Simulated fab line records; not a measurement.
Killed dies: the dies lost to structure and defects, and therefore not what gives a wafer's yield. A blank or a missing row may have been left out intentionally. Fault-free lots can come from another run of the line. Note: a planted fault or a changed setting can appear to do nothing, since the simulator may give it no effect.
fab line records	flow n5-finfet	part 2 of 2: steps 5 to 6 of 6
record: lots: 20	wafers: 60	last-day: 19
route steps=1938 shown SD_EPI_P@308 HKMG_FIN@409
lots untouched by any fault: they come from a run of this same line in which no faults occurred
start-h: the number of hours between the record's first day and the start of the first shown wafer of the lot	wait-h: hours elapsed since this lot's preceding step	" unchanged from the row above	L1.1+2: a row that stands for several wafers	- either no value or no given start	* or withheld: withheld	< > ~ a bound
route shown NAME@n: NAME is a module with steps in the file, n the number in the route of the first one	usual: mean/standard deviation of fault-free wafers	same: alike in all rows	chamber/n: place in a boat	sites: per-site readings	_std_site: the values' standard deviation	_edge_site: outer sites' mean less inner sites'	radius-mm: how far each site lies from the wafer's centre	mask NAME#n: copy n	behind: the most recent tool/chamber to have shaped the wafer	hold: reason for holding the lot/hours on hold/outcome of the hold	device: whichever transistor did not switch (one of n, p or np)	end of line: tests run on the same wafers once the route is complete	where a step has no rows: the recipe by itself	killed: the dies lost at the first sort to structure and to defects; this is not the yield of the wafer	map: the dies of a wafer, with x for killed, . for not killed, _ for no die there
set.NAME: the run value of the setting; set.NAME@STEP: its run value at that earlier step	model.NAME: the simulator's own value behind a step, which no gauge read
the route's steps for a sample of lots (tables are steps, rows are wafers)
services: when a tool's chamber went out of use (start-h, in hours from the record's first day, below 0 if earlier), for how many hours, and the reason
== steps ==
step: N5_HKMG_FIN_PWFM_ALD_03
recipe: material: TiN	target-thk-a: 20	temp-c: 400	ald-precursor-family: TiCl4	ald-co-reactant: NH3	pulse-time-s: 1	purge-time-s: 3	co-reactant-purge-time-s: 2	co-reactant-pulse-time-s: 2	ald-cycles: 91	pressure-torr: 3
usual: heater-power-w: 864/94	precursor-pulse-height-rel: 1.003/0.02
same: co-reactant-pulse-time-s: 2
lot.wafer	tool	chamber	start-h	wait-h	heater-power-w	precursor-pulse-height-rel
L074.3	ald-metal-03	0	72.74	0.0	1034	1.005
L074.5	"	2	"	"	853	0.990
L074.6	"	1	"	"	828	1.018
L075.2	ald-metal-03	1	82.39	0.0	828	1.001
L075.3	"	3	"	"	948	0.999
L075.5	"	3	"	"	967	0.989
L078.1	ald-metal-04	0	97.74	0.0	906	1.002
L078.3	"	3	"	"	716	1.045
L078.4	"	2	"	"	875	0.996
L077.1	ald-metal-03	2	98.78	0.0	903	1.008
L077.2	"	0	"	"	1049	0.989
L077.6	"	1	"	"	824	1.028
L079.1	ald-metal-04	2	105.52	0.0	883	0.986
L079.3	"	1	"	"	844	0.997
L079.6	"	2	"	"	867	0.993
L080.3	ald-metal-04	1	111.60	0.0	831	1.011
L080.5	"	1	"	"	839	1.013
L080.6	"	2	"	"	820	0.997
L081.1	ald-metal-03	2	118.18	0.0	878	1.001
L081.2	"	0	"	"	1067	1.019
L081.5	"	0	"	"	1045	0.996
L082.1	ald-metal-02	1	125.41	0.0	839	1.016
L082.2	"	0	"	"	914	0.987
L082.6	"	3	"	"	769	1.036
L083.1	ald-metal-03	2	128.29	0.0	896	1.041
L083.2	"	3	"	"	973	1.010
L083.3	"	0	"	"	1043	1.007
L084.1	ald-metal-03	3	132.86	0.0	964	0.996
L084.5	"	2	"	"	866	0.968
L084.6	"	1	"	"	812	0.990
L086.1	ald-metal-03	0	148.76	0.0	1079	0.987
L086.3	"	1	"	"	821	1.029
L086.5	"	2	"	"	893	0.986
L087.2	ald-metal-04	2	153.12	0.0	868	1.003
L087.5	"	2	"	"	878	1.030
L087.6	"	1	"	"	841	1.017
L088.3	ald-metal-04	3	160.03	0.0	705	1.026
L088.5	"	3	"	"	700	0.978
L088.6	"	0	"	"	924	1.032
L089.1	ald-metal-04	0	161.96	0.0	921	0.968
L089.3	"	1	"	"	841	0.980
L089.6	"	2	"	"	896	1.031
L090.1	ald-metal-04	3	171.85	0.0	709	0.996
L090.3	"	0	"	"	929	1.002
L090.5	"	2	"	"	871	1.024
L091.1	ald-metal-02	3	175.48	0.0	779	1.010
L091.4	"	0	"	"	944	0.990
L091.6	"	0	"	"	949	0.947
L092.2	ald-metal-04	1	181.05	0.0	852	1.006
L092.3	"	2	"	"	871	1.015
L092.6	"	2	"	"	846	1.031
L095.1	ald-metal-04	0	198.34	0.0	965	0.981
L095.4	"	2	"	"	861	1.018
L095.6	"	3	"	"	686	0.992
L096.1	ald-metal-04	2	204.57	0.0	841	1.017
L096.3	"	3	"	"	707	0.966
L096.4	"	1	"	"	870	1.025
L097.1	ald-metal-02	2	215.42	0.0	733	0.989
L097.3	"	3	"	"	778	1.011
L097.6	"	0	"	"	939	0.995
step: N5_HKMG_FIN_STRIP_34
recipe: chemistry: CF4	resist: SiARC	power-w: 300	bias-power-w: 75	pressure-mtorr: 50	cf4-flow-sccm: 150	rf-frequency-hz: 6e+07
usual: chamber-pressure-mTorr: 50.00/0.05	drypump-motor-current-A: 5.7/0.42	oes-product-au: 0.78/0.086	power-w: 300.0/0.92	rf-fwd-power-W: 293.6/1.5	rf-vpp-V: 271.4/1.1	showerhead-plenum-p-Torr: 1.81/0.038	throttle-valve-pct: 13.62/0.22
lot.wafer	tool	chamber	start-h	wait-h	chamber-pressure-mTorr	drypump-motor-current-A	oes-product-au	power-w	rf-fwd-power-W	rf-hours-counter-h	rf-vpp-V	showerhead-plenum-p-Torr	throttle-valve-pct
L074.3	rie-diel-06	2	73.95	0.0	50.02	6.3	0.73	300.9	292.2	173	271.4	1.80	13.76
L074.5	"	3	"	"	50.04	5.8	0.75	300.0	295.0	-	271.7	1.78	13.57
L074.6	"	2	"	"	50.13	6.3	0.72	299.8	292.3	-	271.4	1.80	13.74
L075.2	rie-diel-06	3	83.60	0.0	49.97	5.8	0.75	301.3	295.6	146	271.4	1.78	13.60
L075.3	"	2	"	"	49.99	6.3	0.72	300.3	293.8	176	271.1	1.80	13.75
L075.5	"	1	"	"	50.06	5.7	0.91	299.8	293.8	-	271.7	1.85	13.29
L078.1	rie-diel-05	2	98.95	0.0	50.08	5.5	0.71	300.2	-	190	271.0	1.79	13.64
L078.3	"	0	"	"	49.98	6.2	0.73	299.1	294.4	143	270.1	1.79	13.68
L078.4	"	3	"	"	50.03	5.3	0.93	300.6	293.7	5	271.7	1.82	13.21
L077.1	rie-diel-05	3	99.99	0.0	50.01	5.3	0.93	299.5	291.0	5	270.8	1.82	13.22
L077.2	"	1	"	"	49.98	5.4	0.75	299.3	293.8	145	272.0	1.80	13.78
L077.6	"	3	"	"	49.89	5.3	0.93	300.7	291.3	-	272.6	1.82	13.23
L079.1	rie-diel-02	1	106.60	0.0	50.04	5.0	0.71	299.9	-	202	271.2	1.76	13.60
L079.3	"	3	"	"	49.93	6.3	0.69	299.8	-	249	268.4	1.71	13.98
L079.6	"	3	"	"	49.99	6.4	0.68	300.3	-	-	269.3	1.71	14.00
L080.3	rie-diel-02	3	112.81	0.0	50.01	6.4	0.68	299.2	295.7	252	268.0	1.70	14.01
L080.5	"	3	"	"	49.98	6.4	0.68	301.2	-	-	269.2	1.70	14.02
L080.6	"	0	"	"	50.02	5.2	0.70	300.1	296.0	-	272.7	1.86	13.96
L081.1	rie-diel-06	2	119.46	0.0	50.04	6.3	0.72	299.2	291.3	185	270.6	1.79	13.78
L081.2	"	0	"	"	50.02	5.8	0.92	299.3	293.2	15	272.1	1.84	13.41
L081.5	"	3	"	"	50.07	5.8	0.74	300.9	-	-	270.7	1.78	13.63
L082.1	rie-diel-06	1	126.91	0.0	49.91	5.7	0.87	300.0	293.9	24	271.0	1.84	13.34
L082.2	"	3	"	"	49.95	5.8	0.74	300.4	295.7	160	270.8	1.78	13.63
L082.6	"	1	"	"	50.02	5.7	0.87	301.3	292.7	-	272.5	1.84	13.33
L083.1	rie-diel-06	3	129.76	0.0	49.96	5.8	0.74	299.8	295.8	161	272.0	1.78	13.64
L083.2	"	1	"	"	50.06	5.7	0.87	299.4	293.3	25	272.2	1.84	13.34
L083.3	"	0	"	"	49.98	5.8	0.91	299.1	293.4	20	272.0	1.84	13.41
L084.1	rie-diel-05	1	134.06	0.0	49.87	5.4	0.75	300.5	293.2	158	270.9	1.79	13.81
L084.5	"	1	"	"	49.98	5.4	0.74	299.6	291.2	-	269.9	1.79	13.80
L084.6	"	0	"	"	50.03	6.2	0.72	299.4	292.4	-	269.9	1.79	13.73
L086.1	rie-diel-05	3	149.96	0.0	49.94	5.3	0.88	298.7	293.1	20	272.4	1.82	13.24
L086.3	"	2	"	"	50.04	5.5	0.70	299.7	-	209	270.0	1.78	13.69
L086.5	"	2	"	"	49.93	5.5	0.70	299.6	-	-	272.0	1.78	13.69
L087.2	rie-diel-02	3	154.32	0.0	50.03	6.3	0.95	299.4	296.5	4	274.3	1.91	13.42
L087.5	"	2	"	"	50.05	5.8	0.86	301.0	295.5	-	272.1	1.83	13.45
L087.6	"	3	"	"	50.05	6.3	0.95	300.8	295.2	-	274.0	1.91	13.42
L088.3	rie-diel-05	0	161.23	0.0	50.03	6.2	0.71	298.6	293.3	164	271.3	1.78	13.73
L088.5	"	3	"	"	49.94	5.3	0.87	299.5	291.6	-	271.4	1.82	13.27
L088.6	"	0	"	"	50.10	6.2	0.72	299.4	293.2	-	270.1	1.78	13.76
L089.1	rie-diel-06	2	163.16	0.0	49.90	6.3	0.71	299.6	294.4	200	271.1	1.79	13.78
L089.3	"	0	"	"	50.00	5.8	0.88	301.1	293.6	30	272.5	1.83	13.46
L089.6	"	1	"	"	50.03	5.7	0.86	301.2	293.6	-	272.0	1.84	13.36
L090.1	rie-diel-05	2	173.11	0.0	49.92	5.5	0.69	300.6	-	217	268.6	1.78	13.70
L090.3	"	1	"	"	49.94	5.4	0.74	300.1	293.1	170	271.9	1.79	13.84
L090.5	"	2	"	"	50.05	5.5	0.69	299.0	-	-	270.4	1.78	13.70
L091.1	rie-diel-05	0	176.69	0.0	49.98	6.2	0.70	299.9	292.5	169	270.3	1.78	13.75
L091.4	"	2	"	"	49.94	5.5	0.69	300.1	294.5	218	270.0	1.78	13.72
L091.6	"	0	"	"	49.98	6.2	0.71	301.1	293.4	-	270.9	1.78	13.76
L092.2	rie-diel-02	3	182.26	0.0	50.04	6.3	0.92	300.8	296.0	13	273.8	1.91	13.44
L092.3	"	2	"	"	49.98	5.8	0.84	299.7	296.3	45	272.9	1.83	13.47
L092.6	"	1	"	"	50.01	5.0	0.70	300.7	-	-	270.5	1.76	13.66
L095.1	rie-diel-02	2	199.54	0.0	50.05	5.8	0.83	299.5	297.7	51	271.6	1.83	13.51
L095.4	"	1	"	"	49.99	5.0	0.69	298.3	-	231	271.4	1.76	13.67
L095.6	"	0	"	"	50.04	5.2	0.70	300.0	-	-	271.6	1.85	14.00
L096.1	rie-diel-06	1	205.69	0.0	50.04	5.8	0.83	299.8	295.1	46	271.2	1.84	13.38
L096.3	"	2	"	"	50.06	6.3	0.70	297.4	292.1	212	269.9	1.79	13.80
L096.4	"	3	"	"	50.03	5.8	0.72	299.4	-	184	270.3	1.77	13.69
L097.1	rie-diel-05	0	216.66	0.0	49.99	6.2	0.70	299.4	292.0	181	269.4	1.78	13.77
L097.3	"	2	"	"	50.03	5.5	0.68	300.3	-	228	270.6	1.78	13.74
L097.6	"	2	"	"	49.98	5.5	0.69	300.3	-	-	270.4	1.78	13.73
== services ==
tool	chamber	start-h	hours	kind
plasma-asher-01	-	48.71	9.7	repair
rie-diel-05	-	61.93	2.8	pm
ald-metal-04	3	64.41	14.6	repair
rie-diel-05	3	66.19	7.2	repair
rie-diel-06	0	67.14	4.2	repair
ald-metal-04	1	77.86	26.0	repair
rie-diel-02	2	98.10	16.2	repair
rie-diel-04	2	115.56	19.2	repair
ald-metal-04	-	115.64	0.8	repair
rie-diel-05	3	118.81	5.5	repair
rie-diel-01	3	139.01	5.3	repair
ald-metal-02	3	143.51	13.5	repair
rie-diel-04	2	153.49	7.9	repair
rie-diel-02	0	153.84	5.9	repair
rie-diel-03	2	154.27	4.0	repair
rie-diel-02	1	156.34	5.9	repair
ald-metal-03	1	172.90	21.4	repair
rie-diel-01	3	175.59	15.8	repair
rie-diel-03	-	179.33	2.8	pm
rie-diel-02	0	190.66	4.0	repair
ald-metal-04	-	200.56	1.5	repair
rie-diel-04	2	200.78	4.9	repair
rie-diel-04	0	210.17	13.3	repair
rie-diel-02	2	212.97	7.8	repair
